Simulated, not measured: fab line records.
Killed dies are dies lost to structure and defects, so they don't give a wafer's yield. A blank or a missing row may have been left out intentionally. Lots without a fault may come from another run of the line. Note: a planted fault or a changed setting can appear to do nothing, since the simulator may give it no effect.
fab line records / flow nand-harc
record lots=6 wafers=18 last-day=24
route steps=1159 shown A_M1@1047 A_BONDPAD@1059 END@1159
lots untouched by any fault: they come from a run of this same line in which no faults occurred
start-h: the number of hours between the record's first day and the start of the first shown wafer of the lot / wait-h: time in hours since the lot's previous step / " identical to the entry in the row above / L1.1+2: a single row standing in for several wafers / - no value, or no start was given / * or withheld: withheld / < > ~ a bound
route shown NAME@n: names a module that has steps shown in the file, with the first one's number in the route / usual: mean/standard deviation taken from wafers without a fault / same: alike in all rows / chamber/n: place in a boat / sites: each site's reading / _std_site: their standard deviation / _edge_site: the outer-site mean with the inner-site mean subtracted / radius-mm: how far each site lies from the wafer's centre / mask NAME#n: copy n / behind: the tool/chamber that last shaped the wafer / hold: why the lot was held/for how many hours/how that ended / device: which transistor (n, p or np) failed to switch / end of line: the same wafers' tests at the end of the route / a step with no rows: only its recipe / killed: dies that structure and defects cost at the first sort, which is not the same as the wafer's yield / map: per-die view of a wafer (x killed, . not killed, _ where there is no die)
set.NAME: the setting as run; set.NAME@STEP: as run at that earlier step / model.NAME: the simulator's own value behind a step, which no gauge read
lots at selected steps of the route; one table per step, one row per wafer
services: a tool's chamber out of use, with start hour (start-h, from the record's first day; less than 0 if before it), hours out, and reason
## steps
# step NHARC_A_M1_PRE_CLEAN_30
# recipe time-s=30 temp-c=280 gas=H2/He
# usual heater-power-w=430/36
lot.wafer=L308.2 tool=pvd-sputter-03 chamber=- start-h=- wait-h=- heater-power-w=442
lot.wafer=L308.4 tool=pvd-sputter-03 chamber=- start-h=- wait-h=- heater-power-w=411
lot.wafer=L308.6 tool=pvd-sputter-03 chamber=- start-h=- wait-h=- heater-power-w=456
lot.wafer=L316.2 tool=pvd-sputter-01 chamber=- start-h=- wait-h=- heater-power-w=392
lot.wafer=L316.1 tool=pvd-sputter-01 chamber=- start-h=- wait-h=- heater-power-w=437
lot.wafer=L316.5 tool=pvd-sputter-01 chamber=- start-h=- wait-h=- heater-power-w=369
lot.wafer=L319.2 tool=pvd-sputter-03 chamber=- start-h=- wait-h=- heater-power-w=384
lot.wafer=L319.6 tool=pvd-sputter-03 chamber=- start-h=- wait-h=- heater-power-w=383
lot.wafer=L319.5 tool=pvd-sputter-03 chamber=- start-h=- wait-h=- heater-power-w=458
lot.wafer=L325.2 tool=pvd-sputter-03 chamber=- start-h=- wait-h=- heater-power-w=470
lot.wafer=L325.4 tool=pvd-sputter-03 chamber=- start-h=- wait-h=- heater-power-w=460
lot.wafer=L325.6 tool=pvd-sputter-03 chamber=- start-h=- wait-h=- heater-power-w=377
lot.wafer=L331.4 tool=pvd-sputter-03 chamber=- start-h=- wait-h=- heater-power-w=391
lot.wafer=L331.6 tool=pvd-sputter-03 chamber=- start-h=- wait-h=- heater-power-w=462
lot.wafer=L331.5 tool=pvd-sputter-03 chamber=- start-h=- wait-h=- heater-power-w=470
lot.wafer=L330.3 tool=pvd-sputter-01 chamber=- start-h=- wait-h=- heater-power-w=407
lot.wafer=L330.2 tool=pvd-sputter-01 chamber=- start-h=- wait-h=- heater-power-w=360
lot.wafer=L330.6 tool=pvd-sputter-01 chamber=- start-h=- wait-h=- heater-power-w=404
# step NHARC_A_M1_PVD_20
# recipe target-thk-a=50 bias-v=168.6 power-w=15000 chamber-pressure-pa=0.12 time-s=8.06 substrate-temp-c=50 material=TaN
# step NHARC_A_M1_PVD_21
# recipe target-thk-a=300 chamber-pressure-pa=5 power-w=5000 substrate-temp-c=30 time-s=20.49 material=Cu
# usual cathode-dc-power-W=5000.1/0.85 throttle-valve-pct=29.9/0.85
lot.wafer=L308.4 tool=pvd-sputter-03 chamber=- start-h=- wait-h=- cathode-dc-power-W=5001.0 throttle-valve-pct=28.6
lot.wafer=L308.2 tool=pvd-sputter-03 chamber=- start-h=- wait-h=- cathode-dc-power-W=4999.2 throttle-valve-pct=30.5
lot.wafer=L308.6 tool=pvd-sputter-03 chamber=- start-h=- wait-h=- cathode-dc-power-W=4999.5 throttle-valve-pct=29.5
lot.wafer=L316.1 tool=pvd-sputter-01 chamber=- start-h=- wait-h=- cathode-dc-power-W=5001.3 throttle-valve-pct=29.5
lot.wafer=L316.2 tool=pvd-sputter-01 chamber=- start-h=- wait-h=- cathode-dc-power-W=5000.7 throttle-valve-pct=31.1
lot.wafer=L316.5 tool=pvd-sputter-01 chamber=- start-h=- wait-h=- cathode-dc-power-W=4999.5 throttle-valve-pct=30.9
lot.wafer=L319.2 tool=pvd-sputter-03 chamber=- start-h=- wait-h=- cathode-dc-power-W=5000.6 throttle-valve-pct=29.8
lot.wafer=L319.6 tool=pvd-sputter-03 chamber=- start-h=- wait-h=- cathode-dc-power-W=4999.6 throttle-valve-pct=28.5
lot.wafer=L319.5 tool=pvd-sputter-03 chamber=- start-h=- wait-h=- cathode-dc-power-W=4999.8 throttle-valve-pct=30.2
lot.wafer=L325.4 tool=pvd-sputter-03 chamber=- start-h=- wait-h=- cathode-dc-power-W=5000.2 throttle-valve-pct=29.9
lot.wafer=L325.2 tool=pvd-sputter-03 chamber=- start-h=- wait-h=- cathode-dc-power-W=4998.6 throttle-valve-pct=30.1
lot.wafer=L325.6 tool=pvd-sputter-03 chamber=- start-h=- wait-h=- cathode-dc-power-W=5001.3 throttle-valve-pct=29.6
lot.wafer=L331.4 tool=pvd-sputter-03 chamber=- start-h=- wait-h=- cathode-dc-power-W=5000.1 throttle-valve-pct=29.6
lot.wafer=L331.6 tool=pvd-sputter-03 chamber=- start-h=- wait-h=- cathode-dc-power-W=4999.4 throttle-valve-pct=28.9
lot.wafer=L331.5 tool=pvd-sputter-03 chamber=- start-h=- wait-h=- cathode-dc-power-W=4998.1 throttle-valve-pct=30.2
lot.wafer=L330.2 tool=pvd-sputter-01 chamber=- start-h=- wait-h=- cathode-dc-power-W=4999.9 throttle-valve-pct=30.0
lot.wafer=L330.3 tool=pvd-sputter-01 chamber=- start-h=- wait-h=- cathode-dc-power-W=4999.9 throttle-valve-pct=30.3
lot.wafer=L330.6 tool=pvd-sputter-01 chamber=- start-h=- wait-h=- cathode-dc-power-W=5000.2 throttle-valve-pct=30.1
# step NHARC_A_M1_ECD_22
# recipe target-thk-a=4000 bath-temp-c=25 material=Cu
# step NHARC_A_M1_ANNEAL_31
# recipe temp-c=225 time-s=90
# step NHARC_A_M1_CMP_23
# recipe t-overpolish-s=20 target-thk-nm=154.34
# usual motor-current-A=11.9/1 time-to-endpoint-s=27.6/2.1
lot.wafer=L308.4 tool=cmp-02 chamber=1 start-h=408.28 wait-h=- motor-current-A=11.1 time-to-endpoint-s=25.4
lot.wafer=L308.2 tool=cmp-02 chamber=2 start-h=408.28 wait-h=- motor-current-A=13.0 time-to-endpoint-s=27.7
lot.wafer=L308.6 tool=cmp-02 chamber=1 start-h=408.28 wait-h=- motor-current-A=11.3 time-to-endpoint-s=28.7
lot.wafer=L316.1 tool=cmp-02 chamber=3 start-h=454.06 wait-h=- motor-current-A=13.2 time-to-endpoint-s=27.2
lot.wafer=L316.2 tool=cmp-02 chamber=0 start-h=454.06 wait-h=- motor-current-A=9.9 time-to-endpoint-s=28.5
lot.wafer=L316.5 tool=cmp-02 chamber=2 start-h=454.06 wait-h=- motor-current-A=13.4 time-to-endpoint-s=27.0
lot.wafer=L319.2 tool=cmp-02 chamber=0 start-h=469.47 wait-h=- motor-current-A=9.8 time-to-endpoint-s=29.2
lot.wafer=L319.5 tool=cmp-02 chamber=3 start-h=469.47 wait-h=- motor-current-A=13.3 time-to-endpoint-s=28.3
lot.wafer=L319.6 tool=cmp-02 chamber=0 start-h=469.47 wait-h=- motor-current-A=10.0 time-to-endpoint-s=30.4
lot.wafer=L325.4 tool=cmp-03 chamber=1 start-h=500.13 wait-h=- motor-current-A=11.7 time-to-endpoint-s=24.8
lot.wafer=L325.2 tool=cmp-03 chamber=3 start-h=500.13 wait-h=- motor-current-A=12.2 time-to-endpoint-s=26.2
lot.wafer=L325.6 tool=cmp-03 chamber=0 start-h=500.13 wait-h=- motor-current-A=10.4 time-to-endpoint-s=25.0
lot.wafer=L331.4 tool=cmp-03 chamber=2 start-h=521.84 wait-h=- motor-current-A=12.5 time-to-endpoint-s=28.9
lot.wafer=L331.5 tool=cmp-03 chamber=1 start-h=521.84 wait-h=- motor-current-A=12.1 time-to-endpoint-s=27.9
lot.wafer=L331.6 tool=cmp-03 chamber=2 start-h=521.84 wait-h=- motor-current-A=12.4 time-to-endpoint-s=27.4
lot.wafer=L330.2 tool=cmp-03 chamber=2 start-h=532.99 wait-h=- motor-current-A=13.1 time-to-endpoint-s=28.5
lot.wafer=L330.3 tool=cmp-03 chamber=3 start-h=532.99 wait-h=- motor-current-A=12.0 time-to-endpoint-s=28.5
lot.wafer=L330.6 tool=cmp-03 chamber=1 start-h=532.99 wait-h=- motor-current-A=12.0 time-to-endpoint-s=26.1
# step NHARC_A_M1_THK_MEAS_24
# recipe thk-meas-gauge=xrf
# usual thk-nm=153.9/1.3
lot.wafer=L308.2 tool=film-metro-02 chamber=- start-h=408.60 wait-h=- thk-nm=153.7
lot.wafer=L308.4 tool=film-metro-02 chamber=- start-h=408.60 wait-h=- thk-nm=153.6
lot.wafer=L308.6 tool=film-metro-02 chamber=- start-h=408.60 wait-h=- thk-nm=153.9
lot.wafer=L316.1 tool=film-metro-02 chamber=- start-h=454.32 wait-h=- thk-nm=153.8
lot.wafer=L316.2 tool=film-metro-02 chamber=- start-h=454.32 wait-h=- thk-nm=154.3
lot.wafer=L316.5 tool=film-metro-02 chamber=- start-h=454.32 wait-h=- thk-nm=154.8
lot.wafer=L319.2 tool=film-metro-02 chamber=- start-h=469.76 wait-h=- thk-nm=154.5
lot.wafer=L319.5 tool=film-metro-02 chamber=- start-h=469.76 wait-h=- thk-nm=153.5
lot.wafer=L319.6 tool=film-metro-02 chamber=- start-h=469.76 wait-h=- thk-nm=155.3
lot.wafer=L325.2 tool=film-metro-01 chamber=- start-h=500.42 wait-h=- thk-nm=153.6
lot.wafer=L325.4 tool=film-metro-01 chamber=- start-h=500.42 wait-h=- thk-nm=155.1
lot.wafer=L325.6 tool=film-metro-01 chamber=- start-h=500.42 wait-h=- thk-nm=154.6
lot.wafer=L331.4 tool=film-metro-02 chamber=- start-h=522.13 wait-h=- thk-nm=153.9
lot.wafer=L331.5 tool=film-metro-02 chamber=- start-h=522.13 wait-h=- thk-nm=154.2
lot.wafer=L331.6 tool=film-metro-02 chamber=- start-h=522.13 wait-h=- thk-nm=152.7
lot.wafer=L330.2 tool=film-metro-01 chamber=- start-h=533.24 wait-h=- thk-nm=155.1
lot.wafer=L330.3 tool=film-metro-01 chamber=- start-h=533.24 wait-h=- thk-nm=151.3
lot.wafer=L330.6 tool=film-metro-01 chamber=- start-h=533.24 wait-h=- thk-nm=151.6
# step NHARC_A_M1_SRD_25
# step NHARC_A_M1_INSPECT_27
# usual raw-defect-count=437/130
lot.wafer=L308.2 tool=defect-inspect-02 chamber=- start-h=408.75 wait-h=0.0 raw-defect-count=411
lot.wafer=L308.4 tool=defect-inspect-02 chamber=- start-h=408.75 wait-h=0.0 raw-defect-count=306
lot.wafer=L308.6 tool=defect-inspect-02 chamber=- start-h=408.75 wait-h=0.0 raw-defect-count=309
lot.wafer=L316.1 tool=defect-inspect-01 chamber=- start-h=454.48 wait-h=0.0 raw-defect-count=403
lot.wafer=L316.2 tool=defect-inspect-01 chamber=- start-h=454.48 wait-h=0.0 raw-defect-count=552
lot.wafer=L316.5 tool=defect-inspect-01 chamber=- start-h=454.48 wait-h=0.0 raw-defect-count=496
lot.wafer=L319.2 tool=defect-inspect-02 chamber=- start-h=469.92 wait-h=0.0 raw-defect-count=391
lot.wafer=L319.5 tool=defect-inspect-02 chamber=- start-h=469.92 wait-h=0.0 raw-defect-count=384
lot.wafer=L319.6 tool=defect-inspect-02 chamber=- start-h=469.92 wait-h=0.0 raw-defect-count=405
lot.wafer=L325.2 tool=defect-inspect-01 chamber=- start-h=500.57 wait-h=0.0 raw-defect-count=354
lot.wafer=L325.4 tool=defect-inspect-01 chamber=- start-h=500.57 wait-h=0.0 raw-defect-count=312
lot.wafer=L325.6 tool=defect-inspect-01 chamber=- start-h=500.57 wait-h=0.0 raw-defect-count=287
lot.wafer=L331.4 tool=defect-inspect-01 chamber=- start-h=522.29 wait-h=0.0 raw-defect-count=375
lot.wafer=L331.5 tool=defect-inspect-01 chamber=- start-h=522.29 wait-h=0.0 raw-defect-count=463
lot.wafer=L331.6 tool=defect-inspect-01 chamber=- start-h=522.29 wait-h=0.0 raw-defect-count=430
lot.wafer=L330.2 tool=defect-inspect-01 chamber=- start-h=533.40 wait-h=0.0 raw-defect-count=252
lot.wafer=L330.3 tool=defect-inspect-01 chamber=- start-h=533.40 wait-h=0.0 raw-defect-count=268
lot.wafer=L330.6 tool=defect-inspect-01 chamber=- start-h=533.40 wait-h=0.0 raw-defect-count=277
# step NHARC_A_M1_PRE_CLEAN_32
# recipe time-s=12 temp-c=370 rf-power-w=300 gas=NH3
# step NHARC_A_M1_DEP_33
# recipe target-thk-a=300 temp-c=370 target-thk-nm=30 pressure-torr=3 flow-sccm=200 rf-w=450 material=SiCN
# usual heater-power-w=552/110 rf-fwd-power-W=449.0/1.3 showerhead-vpp-V=1349/44
lot.wafer=L308.2 tool=pecvd-02 chamber=1 start-h=408.90 wait-h=0.1 heater-power-w=455 rf-fwd-power-W=450.1 showerhead-vpp-V=1314
lot.wafer=L308.6 tool=pecvd-02 chamber=2 start-h=408.90 wait-h=0.1 heater-power-w=653 rf-fwd-power-W=450.3 showerhead-vpp-V=1410
lot.wafer=L308.4 tool=pecvd-02 chamber=0 start-h=408.90 wait-h=0.1 heater-power-w=428 rf-fwd-power-W=449.7 showerhead-vpp-V=1407
lot.wafer=L316.1 tool=pecvd-03 chamber=0 start-h=454.67 wait-h=0.1 heater-power-w=463 rf-fwd-power-W=449.7 showerhead-vpp-V=1305
lot.wafer=L316.2 tool=pecvd-03 chamber=1 start-h=454.67 wait-h=0.1 heater-power-w=765 rf-fwd-power-W=448.2 showerhead-vpp-V=1332
lot.wafer=L316.5 tool=pecvd-03 chamber=2 start-h=454.67 wait-h=0.1 heater-power-w=468 rf-fwd-power-W=448.5 showerhead-vpp-V=1359
lot.wafer=L319.2 tool=pecvd-01 chamber=0 start-h=470.17 wait-h=0.1 heater-power-w=500 rf-fwd-power-W=448.2 showerhead-vpp-V=1375
lot.wafer=L319.6 tool=pecvd-01 chamber=1 start-h=470.17 wait-h=0.1 heater-power-w=571 rf-fwd-power-W=451.2 showerhead-vpp-V=1332
lot.wafer=L319.5 tool=pecvd-01 chamber=2 start-h=470.17 wait-h=0.1 heater-power-w=648 rf-fwd-power-W=449.5 showerhead-vpp-V=1277
lot.wafer=L325.2 tool=pecvd-03 chamber=0 start-h=500.76 wait-h=0.1 heater-power-w=495 rf-fwd-power-W=449.1 showerhead-vpp-V=1338
lot.wafer=L325.4 tool=pecvd-03 chamber=2 start-h=500.76 wait-h=0.1 heater-power-w=570 rf-fwd-power-W=448.1 showerhead-vpp-V=1359
lot.wafer=L325.6 tool=pecvd-03 chamber=0 start-h=500.76 wait-h=0.1 heater-power-w=508 rf-fwd-power-W=450.1 showerhead-vpp-V=1335
lot.wafer=L331.6 tool=pecvd-03 chamber=0 start-h=523.00 wait-h=0.2 heater-power-w=506 rf-fwd-power-W=447.9 showerhead-vpp-V=1322
lot.wafer=L331.4 tool=pecvd-03 chamber=1 start-h=523.00 wait-h=0.2 heater-power-w=779 rf-fwd-power-W=450.9 showerhead-vpp-V=1348
lot.wafer=L331.5 tool=pecvd-03 chamber=2 start-h=523.00 wait-h=0.2 heater-power-w=520 rf-fwd-power-W=445.1 showerhead-vpp-V=1355
lot.wafer=L330.3 tool=pecvd-03 chamber=0 start-h=533.55 wait-h=0.1 heater-power-w=530 rf-fwd-power-W=450.1 showerhead-vpp-V=1364
lot.wafer=L330.2 tool=pecvd-03 chamber=2 start-h=533.55 wait-h=0.1 heater-power-w=600 rf-fwd-power-W=449.0 showerhead-vpp-V=1345
lot.wafer=L330.6 tool=pecvd-03 chamber=2 start-h=533.55 wait-h=0.1 heater-power-w=588 rf-fwd-power-W=450.0 showerhead-vpp-V=1333
# step NHARC_A_BONDPAD_DEP_00
# recipe target-thk-a=2500 temp-c=370 target-thk-nm=250 pressure-torr=3 flow-sccm=200 rf-w=450 material=SiCN
# usual heater-power-w=577/100 rf-fwd-power-W=448.6/1.3 showerhead-vpp-V=1335/63
lot.wafer=L308.2 tool=pecvd-04 chamber=1 start-h=409.50 wait-h=- heater-power-w=635 rf-fwd-power-W=452.2 showerhead-vpp-V=1340
lot.wafer=L308.6 tool=pecvd-04 chamber=0 start-h=409.50 wait-h=- heater-power-w=692 rf-fwd-power-W=447.8 showerhead-vpp-V=1393
lot.wafer=L308.4 tool=pecvd-04 chamber=1 start-h=409.50 wait-h=- heater-power-w=487 rf-fwd-power-W=450.5 showerhead-vpp-V=1329
lot.wafer=L316.2 tool=pecvd-03 chamber=0 start-h=455.17 wait-h=- heater-power-w=448 rf-fwd-power-W=448.4 showerhead-vpp-V=1317
lot.wafer=L316.1 tool=pecvd-03 chamber=1 start-h=455.17 wait-h=- heater-power-w=674 rf-fwd-power-W=447.1 showerhead-vpp-V=1331
lot.wafer=L316.5 tool=pecvd-03 chamber=0 start-h=455.17 wait-h=- heater-power-w=464 rf-fwd-power-W=447.8 showerhead-vpp-V=1305
lot.wafer=L319.2 tool=pecvd-04 chamber=2 start-h=470.63 wait-h=- heater-power-w=651 rf-fwd-power-W=270.5 showerhead-vpp-V=922
lot.wafer=L319.5 tool=pecvd-04 chamber=0 start-h=470.63 wait-h=- heater-power-w=782 rf-fwd-power-W=269.7 showerhead-vpp-V=1063
lot.wafer=L319.6 tool=pecvd-04 chamber=1 start-h=470.63 wait-h=- heater-power-w=657 rf-fwd-power-W=267.4 showerhead-vpp-V=1025
lot.wafer=L325.2 tool=pecvd-04 chamber=2 start-h=501.38 wait-h=- heater-power-w=651 rf-fwd-power-W=269.7 showerhead-vpp-V=916
lot.wafer=L325.4 tool=pecvd-04 chamber=2 start-h=501.38 wait-h=- heater-power-w=667 rf-fwd-power-W=268.0 showerhead-vpp-V=948
lot.wafer=L325.6 tool=pecvd-04 chamber=0 start-h=501.38 wait-h=- heater-power-w=774 rf-fwd-power-W=267.4 showerhead-vpp-V=1067
lot.wafer=L331.5 tool=pecvd-03 chamber=0 start-h=523.56 wait-h=- heater-power-w=488 rf-fwd-power-W=447.4 showerhead-vpp-V=1338
lot.wafer=L331.6 tool=pecvd-03 chamber=1 start-h=523.56 wait-h=- heater-power-w=800 rf-fwd-power-W=449.3 showerhead-vpp-V=1338
lot.wafer=L331.4 tool=pecvd-03 chamber=2 start-h=523.56 wait-h=- heater-power-w=627 rf-fwd-power-W=446.2 showerhead-vpp-V=1362
lot.wafer=L330.2 tool=pecvd-02 chamber=0 start-h=534.09 wait-h=- heater-power-w=440 rf-fwd-power-W=450.0 showerhead-vpp-V=1433
lot.wafer=L330.3 tool=pecvd-02 chamber=1 start-h=534.09 wait-h=- heater-power-w=490 rf-fwd-power-W=450.4 showerhead-vpp-V=1310
lot.wafer=L330.6 tool=pecvd-02 chamber=2 start-h=534.09 wait-h=- heater-power-w=664 rf-fwd-power-W=450.0 showerhead-vpp-V=1367
# step NHARC_A_BONDPAD_CMP_29
# recipe target-thk-nm=200 material=SiCN
# usual motor-current-A=11.8/0.85
lot.wafer=L308.2 tool=cmp-01 chamber=3 start-h=409.87 wait-h=- motor-current-A=13.4
lot.wafer=L308.4 tool=cmp-01 chamber=2 start-h=409.87 wait-h=- motor-current-A=11.1
lot.wafer=L308.6 tool=cmp-01 chamber=0 start-h=409.87 wait-h=- motor-current-A=11.0
lot.wafer=L316.2 tool=cmp-04 chamber=0 start-h=455.60 wait-h=- motor-current-A=12.1
lot.wafer=L316.1 tool=cmp-04 chamber=1 start-h=455.60 wait-h=- motor-current-A=10.6
lot.wafer=L316.5 tool=cmp-04 chamber=0 start-h=455.60 wait-h=- motor-current-A=12.5
lot.wafer=L319.2 tool=cmp-03 chamber=2 start-h=471.12 wait-h=- motor-current-A=12.4
lot.wafer=L319.5 tool=cmp-03 chamber=3 start-h=471.12 wait-h=- motor-current-A=11.9
lot.wafer=L319.6 tool=cmp-03 chamber=0 start-h=471.12 wait-h=- motor-current-A=11.0
lot.wafer=L325.4 tool=cmp-03 chamber=1 start-h=501.77 wait-h=- motor-current-A=12.5
lot.wafer=L325.2 tool=cmp-03 chamber=2 start-h=501.77 wait-h=- motor-current-A=13.2
lot.wafer=L325.6 tool=cmp-03 chamber=0 start-h=501.77 wait-h=- motor-current-A=10.1
lot.wafer=L331.4 tool=cmp-03 chamber=1 start-h=523.91 wait-h=- motor-current-A=12.6
lot.wafer=L331.5 tool=cmp-03 chamber=2 start-h=523.91 wait-h=- motor-current-A=12.3
lot.wafer=L331.6 tool=cmp-03 chamber=3 start-h=523.91 wait-h=- motor-current-A=12.6
lot.wafer=L330.3 tool=cmp-01 chamber=0 start-h=534.55 wait-h=- motor-current-A=11.2
lot.wafer=L330.2 tool=cmp-01 chamber=1 start-h=534.55 wait-h=- motor-current-A=12.3
lot.wafer=L330.6 tool=cmp-01 chamber=2 start-h=534.55 wait-h=- motor-current-A=11.4
# step NHARC_END_SORT_01
# recipe temp-c=25
# usual defect-limited-yield=95.2/1.6 killed-at-array=28/11 killed-at-other=0.8/1.3 killed-at-periphery=3.6/2.5 killed-dies=32/11 killed-open=3.0/1.8 killed-short=2.0/1.5 sort_bin_2_pct=1.5/0.66 sort_bin_3_pct=0.25/0.23 sort_bin_4_pct=3.0/1.1 sort-n-pass=645/11 sort-rim-yield-pct=96.0/2.9 sort-yield-pct=95.2/1.6
# same gross-dies=677 sort_bin_5_pct[%]=0 sort_bin_6_pct[%]=0 sort_bin_7_pct[%]=0 sort_bin_8_pct[%]=0 sort-rim-n-gross=106.00
lot.wafer=L319.2 tool=prober-01 chamber=0 start-h=509.49 wait-h=2.8 defect-limited-yield[%]=96.6 killed-at-array=19 killed-at-other=1 killed-at-periphery=3 killed-dies=23 killed-open=1 killed-short=1 sort_bin_2_pct[%]=1.2 sort_bin_3_pct[%]=0 sort_bin_4_pct[%]=2.2 sort-n-pass=654 sort-rim-yield-pct[%]=92.5 sort-yield-pct[%]=96.6
lot.wafer=L319.5 tool=prober-01 chamber=0 start-h=511.89 wait-h=3.7 defect-limited-yield[%]=95.3 killed-at-array=31 killed-at-other=1 killed-at-periphery=0 killed-dies=32 killed-open=4 killed-short=1 sort_bin_2_pct[%]=1.0 sort_bin_3_pct[%]=1.03 sort_bin_4_pct[%]=2.7 sort-n-pass=645 sort-rim-yield-pct[%]=95.3 sort-yield-pct[%]=95.3
lot.wafer=L319.6 tool=prober-01 chamber=0 start-h=512.69 wait-h=4.0 defect-limited-yield[%]=96.6 killed-at-array=18 killed-at-other=0 killed-at-periphery=5 killed-dies=23 killed-open=3 killed-short=0 sort_bin_2_pct[%]=1.3 sort_bin_3_pct[%]=0.30 sort_bin_4_pct[%]=1.8 sort-n-pass=654 sort-rim-yield-pct[%]=90.6 sort-yield-pct[%]=96.6
# killed by level:class
L319.2 A_CHANNEL_HOLE_D1:chamber-film-flake=12 P_BONDPAD:chamber-film-flake=2 A_STAIRCASE:chamber-film-flake=2 A_WL_FILL:chamber-film-flake=2 A_SGD_CUT:geometric-particle:open=1 A_WL_FILL:geometric-particle:short=1 P_M0:chamber-film-flake=1 A_CONTACT:chamber-film-flake=1
L319.5 A_CHANNEL_HOLE_D1:chamber-film-flake=15 A_STAIRCASE:chamber-film-flake=5 A_CONTACT:chamber-film-flake=4 A_WL_FILL:chamber-film-flake=2 A_CHANNEL_FILL_D1:geometric-particle:short=1 A_WL_FILL:geometric-particle:open=1 A_CONTACT:geometric-particle:open=1 A_M0:geometric-particle:open=1
L319.6 A_STAIRCASE:chamber-film-flake=8 A_CHANNEL_HOLE_D1:chamber-film-flake=6 A_WL_FILL:chamber-film-flake=2 P_CONTACT:geometric-particle:open=1 P_M0:geometric-particle:open=1 A_WL_FILL:geometric-particle:open=1 P_STI:chamber-film-flake=1 P_M0:chamber-film-flake=1
## services
tool=cmp-04 chamber=- start-h=399.29 hours=4.0 kind=pm
tool=cmp-04 chamber=- start-h=411.00 hours=3.1 kind=repair
tool=cmp-01 chamber=- start-h=416.27 hours=18.0 kind=repair
tool=pecvd-01 chamber=- start-h=418.18 hours=13.0 kind=pm
tool=cmp-02 chamber=- start-h=424.13 hours=4.0 kind=pm
tool=cmp-03 chamber=- start-h=450.13 hours=4.0 kind=pm
tool=cmp-03 chamber=- start-h=454.13 hours=- kind=consumable-replace:conditioner
tool=cmp-03 chamber=- start-h=454.13 hours=- kind=consumable-replace:pad
tool=pvd-sputter-03 chamber=- start-h=458.08 hours=10.0 kind=pm
tool=cmp-03 chamber=- start-h=460.71 hours=2.0 kind=repair
tool=cmp-02 chamber=- start-h=466.07 hours=0.6 kind=repair
tool=cmp-03 chamber=- start-h=469.06 hours=0.9 kind=repair
tool=pecvd-03 chamber=- start-h=473.36 hours=13.0 kind=pm
tool=pecvd-03 chamber=0 start-h=473.36 hours=13.0 kind=vent-cycle
tool=pecvd-03 chamber=1 start-h=473.36 hours=13.0 kind=vent-cycle
tool=cmp-01 chamber=- start-h=476.37 hours=1.1 kind=repair
tool=cmp-01 chamber=- start-h=479.20 hours=4.0 kind=pm
tool=cmp-04 chamber=- start-h=497.29 hours=4.0 kind=pm
tool=cmp-04 chamber=- start-h=502.90 hours=1.0 kind=repair
tool=pecvd-03 chamber=- start-h=505.78 hours=0.6 kind=repair
tool=pvd-sputter-01 chamber=- start-h=514.00 hours=10.0 kind=pm
tool=pecvd-02 chamber=- start-h=515.46 hours=13.0 kind=pm
tool=cmp-02 chamber=- start-h=515.76 hours=2.2 kind=repair
tool=pecvd-01 chamber=1 start-h=517.29 hours=5.0 kind=repair
## key
first-sign step=NHARC_A_BONDPAD_DEP_00 reading=rf-fwd-power-W direction=down sigmas=99+ usual=* struck=*
effect step=NHARC_A_BONDPAD_DEP_00 reading=showerhead-vpp-V direction=down sigmas=5.5 usual=1335 struck=990
met-at NHARC_A_BONDPAD_DEP_00
struck-wafers L319.2,L319.5,L319.6,L325.2,L325.4,L325.6
onset-between 409.50 470.63
fault kind=process-parameter-drift tool=pecvd-04 chamber=- onset-h=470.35 steps=NHARC_A_BONDPAD_DEP_00 channel=rf-w offset=* shape=step end-h=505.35 acts-in=* stated=*
